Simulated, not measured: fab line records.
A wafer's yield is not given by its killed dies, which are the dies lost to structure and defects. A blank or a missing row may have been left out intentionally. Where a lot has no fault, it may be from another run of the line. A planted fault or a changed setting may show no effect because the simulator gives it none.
Chamber matching || flow nand-harc || NHARC_P_BONDPAD_ETCH_37 on rie-diel-10: 4 sister chambers
The step etches the open film in N2/H2, target depth 60 nm, overetch 18 nm, time 65.91 s. 8 wafers are shown with their chamber, then 7 later ones without.

== WAFERS, EACH WITH ITS CHAMBER ==
{"wafer": "L722.2", "chamber": 3, "showerhead-plenum-p-Torr (Torr)": 2.08, "drypump-motor-current-A (A)": 5.4}
{"wafer": "L723.5", "chamber": 1, "showerhead-plenum-p-Torr (Torr)": 2.06, "drypump-motor-current-A (A)": 5.6}
{"wafer": "L732.1", "chamber": 0, "showerhead-plenum-p-Torr (Torr)": 1.92, "drypump-motor-current-A (A)": 5.7}
{"wafer": "L733.6", "chamber": 1, "showerhead-plenum-p-Torr (Torr)": 2.06, "drypump-motor-current-A (A)": 5.7}
{"wafer": "L735.3", "chamber": 0, "showerhead-plenum-p-Torr (Torr)": 1.92, "drypump-motor-current-A (A)": 5.7}
{"wafer": "L735.4", "chamber": 2, "showerhead-plenum-p-Torr (Torr)": 2.00, "drypump-motor-current-A (A)": 5.0}
{"wafer": "L736.1", "chamber": 3, "showerhead-plenum-p-Torr (Torr)": 2.07, "drypump-motor-current-A (A)": 5.4}
{"wafer": "L736.3", "chamber": 2, "showerhead-plenum-p-Torr (Torr)": 2.00, "drypump-motor-current-A (A)": 5.0}

== WAFERS WITH NO CHAMBER GIVEN ==
{"wafer": "L736.4", "showerhead-plenum-p-Torr (Torr)": 2.00, "drypump-motor-current-A (A)": 5.0}
{"wafer": "L743.1", "showerhead-plenum-p-Torr (Torr)": 1.92, "drypump-motor-current-A (A)": 5.7}
{"wafer": "L743.4", "showerhead-plenum-p-Torr (Torr)": 2.05, "drypump-motor-current-A (A)": 5.7}
{"wafer": "L743.6", "showerhead-plenum-p-Torr (Torr)": 2.05, "drypump-motor-current-A (A)": 5.6}
{"wafer": "L745.2", "showerhead-plenum-p-Torr (Torr)": 2.05, "drypump-motor-current-A (A)": 5.7}
{"wafer": "L745.4", "showerhead-plenum-p-Torr (Torr)": 2.07, "drypump-motor-current-A (A)": 5.4}
{"wafer": "L745.5", "showerhead-plenum-p-Torr (Torr)": 1.99, "drypump-motor-current-A (A)": 5.0}

== WHICH CHAMBER EACH ONE RAN IN ==
{"wafer": "L736.4", "from the rows above": 2, "in truth": 2}
{"wafer": "L743.1", "from the rows above": 0, "in truth": 0}
{"wafer": "L743.4", "from the rows above": 1, "in truth": 1}
{"wafer": "L743.6", "from the rows above": 1, "in truth": 1}
{"wafer": "L745.2", "from the rows above": 1, "in truth": 1}
{"wafer": "L745.4", "from the rows above": 3, "in truth": 3}
{"wafer": "L745.5", "from the rows above": 2, "in truth": 2}
Correct placement for 7 of the 7. Not placeable from these rows: 0. Placed wrongly: 0.
How it was worked out, from the rows above alone: a wafer's distance from a chamber is the root of the sum, over the readings, of the square of ((its reading less the chamber's mean) divided by the reading's scatter). The wafer belongs to the nearest chamber; if the next one is less than 2 further off, it can't be placed. Each chamber's mean is taken over the wafers shown for it. How the scatter is found: for the shown wafers, subtract from each reading the mean of its chamber, square and add these, divide the total by (wafers less chambers), then take the root.
